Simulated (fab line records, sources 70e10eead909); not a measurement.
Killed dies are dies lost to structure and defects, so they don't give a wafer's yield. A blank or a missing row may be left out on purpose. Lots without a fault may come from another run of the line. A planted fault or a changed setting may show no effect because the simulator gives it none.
Chamber matching | flow nand_harc | NHARC_A_CHANNEL_FILL_D2_ALD_14 on ald_hk-01: 4 sister chambers
The step deposits SiO2, target thk 2.5 nm, pulse time 10 s, ald cycles 25. 30 wafers are shown with their chamber, then 12 later ones without.

WAFERS WITH THEIR CHAMBER
wafer  | chamber | heater_power_w (W) | precursor_pulse_height_rel
L074.1 | 1       | 436                | 1.025
L074.4 | 3       | 457                | 0.994
L074.5 | 3       | 462                | 0.983
L077.2 | 2       | 448                | 0.985
L077.5 | 2       | 451                | 0.975
L077.6 | 1       | 441                | 1.017
L079.3 | 2       | 461                | 0.983
L079.5 | 2       | 454                | 0.984
L079.6 | 3       | 457                | 0.995
L081.1 | 0       | 456                | 1.028
L081.2 | 3       | 466                | 1.014
L081.3 | 2       | 459                | 1.007
L082.3 | 1       | 442                | 1.005
L082.4 | 3       | 450                | 1.001
L082.5 | 3       | 469                | 0.998
L083.1 | 2       | 464                | 1.011
L083.4 | 0       | 468                | 1.011
L083.6 | 1       | 435                | 1.036
L083.2 | 1       | 434                | 0.984
L083.3 | 3       | 472                | 1.016
L083.5 | 0       | 452                | 0.998
L084.1 | 2       | 460                | 0.998
L084.4 | 0       | 448                | 1.010
L084.5 | 1       | 439                | 0.977
L084.2 | 3       | 454                | 1.041
L084.3 | 1       | 435                | 0.997
L084.6 | 0       | 467                | 0.989
L088.2 | 0       | 471                | 1.000
L088.3 | 2       | 452                | 0.970
L088.5 | 0       | 465                | 0.999

SIGNATURES (means of the wafers above)
reading                    | chamber 0 | chamber 1 | chamber 2 | chamber 3 | scatter within a chamber
heater_power_w             | 461.00    | 437.43    | 456.12    | 460.88    | 6.72
precursor_pulse_height_rel | 1.00500   | 1.00586   | 0.98912   | 1.00525   | 0.017
Rule: a wafer's distance from a chamber is the root of the sum, over the readings, of the square of ((its reading less the chamber's mean) divided by the reading's scatter). The wafer belongs to the nearest chamber; if the next one is less than 2 further off, it can't be placed. The scatter: the root of (the sum of the squares of (reading less its chamber's mean) over the shown wafers, divided by (wafers less chambers)).

WAFERS WITHOUT THEIR CHAMBER
wafer  | heater_power_w (W) | precursor_pulse_height_rel
L088.1 | 475                | 1.020
L088.4 | 437                | 0.991
L088.6 | 441                | 0.975
L093.3 | 446                | 0.990
L093.5 | 475                | 1.016
L093.6 | 435                | 0.989
L095.2 | 450                | 0.995
L095.5 | 451                | 1.038
L095.6 | 462                | 1.021
L097.1 | 467                | 1.025
L097.4 | 446                | 1.011
L097.5 | 454                | 1.001

WHICH CHAMBER EACH WENT THROUGH
wafer  | from the rows above               | in truth
L088.1 | can't be placed: 0 or 3 or 2      | 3
L088.4 | can't be placed: 1 or 2           | 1
L088.6 | can't be placed: 1 or 2 or 3 or 0 | 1
L093.3 | can't be placed: 2 or 1 or 3 or 0 | 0
L093.5 | can't be placed: 0 or 3 or 2      | 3
L093.6 | 1                                 | 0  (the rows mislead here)
L095.2 | can't be placed: 2 or 3 or 0 or 1 | 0
L095.5 | can't be placed: 3 or 0 or 1 or 2 | 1
L095.6 | can't be placed: 3 or 0 or 2      | 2
L097.1 | can't be placed: 3 or 0 or 2      | 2
L097.4 | can't be placed: 1 or 2 or 3 or 0 | 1
L097.5 | can't be placed: 2 or 3 or 0 or 1 | 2
Placed correctly: 0 of 12. Can't be placed from these rows: 11 (the true chamber is among the candidates in 11). Placed wrongly: 1.
